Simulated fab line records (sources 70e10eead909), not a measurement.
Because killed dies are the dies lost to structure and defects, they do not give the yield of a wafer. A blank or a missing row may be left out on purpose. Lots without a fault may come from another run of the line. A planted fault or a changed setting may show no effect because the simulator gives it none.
Matching of chambers -- flow nand_harc -- ald_metal-02 running NHARC_P_CONTACT_ALD_22: 4 sister chambers
The step deposits TiN, target thk 3 nm, pulse time 1 s, ald cycles 150. 8 wafers are shown with their chamber, then 12 later ones without.

EACH WAFER AND ITS CHAMBER
wafer,chamber,heater_power_w (W),precursor_pulse_height_rel
L080.6,2,1090,0.996
L081.5,2,1090,1.021
L086.1,1,1109,1.012
L086.3,0,1025,0.980
L086.4,3,1046,1.013
L087.4,1,1111,1.010
L087.5,3,1011,0.984
L087.6,0,1045,1.001

WAFERS MISSING THEIR CHAMBER
wafer,heater_power_w (W),precursor_pulse_height_rel
L089.2,1069,0.997
L089.4,1056,1.014
L089.6,1109,1.035
L094.1,1075,1.018
L094.2,1056,1.016
L094.6,1071,0.987
L095.2,1068,0.995
L095.5,1088,1.002
L095.6,1034,1.009
L097.3,1072,0.972
L097.4,966,0.992
L097.6,1073,0.997

EACH ONE'S CHAMBER
wafer,from the rows above,in truth
L089.2,can't be placed: 2 or 0 or 3 or 1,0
L089.4,can't be placed: 0 or 3 or 2 or 1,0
L089.6,can't be placed: 1 or 2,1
L094.1,can't be placed: 2 or 1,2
L094.2,can't be placed: 0 or 3 or 2 or 1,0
L094.6,can't be placed: 2 or 0 or 3 or 1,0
L095.2,can't be placed: 2 or 0 or 3 or 1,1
L095.5,can't be placed: 2 or 1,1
L095.6,can't be placed: 3 or 0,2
L097.3,can't be placed: 2 or 0 or 3 or 1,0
L097.4,can't be placed: 3 or 0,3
L097.6,can't be placed: 2 or 0 or 1 or 3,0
Correct placement for 0 of the 12. Can't be placed from these rows: 12 (the true chamber is among the candidates in 11). 0 placed wrongly.
How it was worked out, from the rows above alone: a wafer's distance from a chamber is the root of the sum, over the readings, of the square of ((its reading less the chamber's mean) divided by the reading's scatter). The wafer belongs to the nearest chamber; if the next one is less than 2 further off, it can't be placed. Each chamber's mean is taken over the wafers shown for it. The scatter: take each reading less its chamber's mean, square it, sum over the shown wafers, divide by the number of wafers less the number of chambers, and take the root.
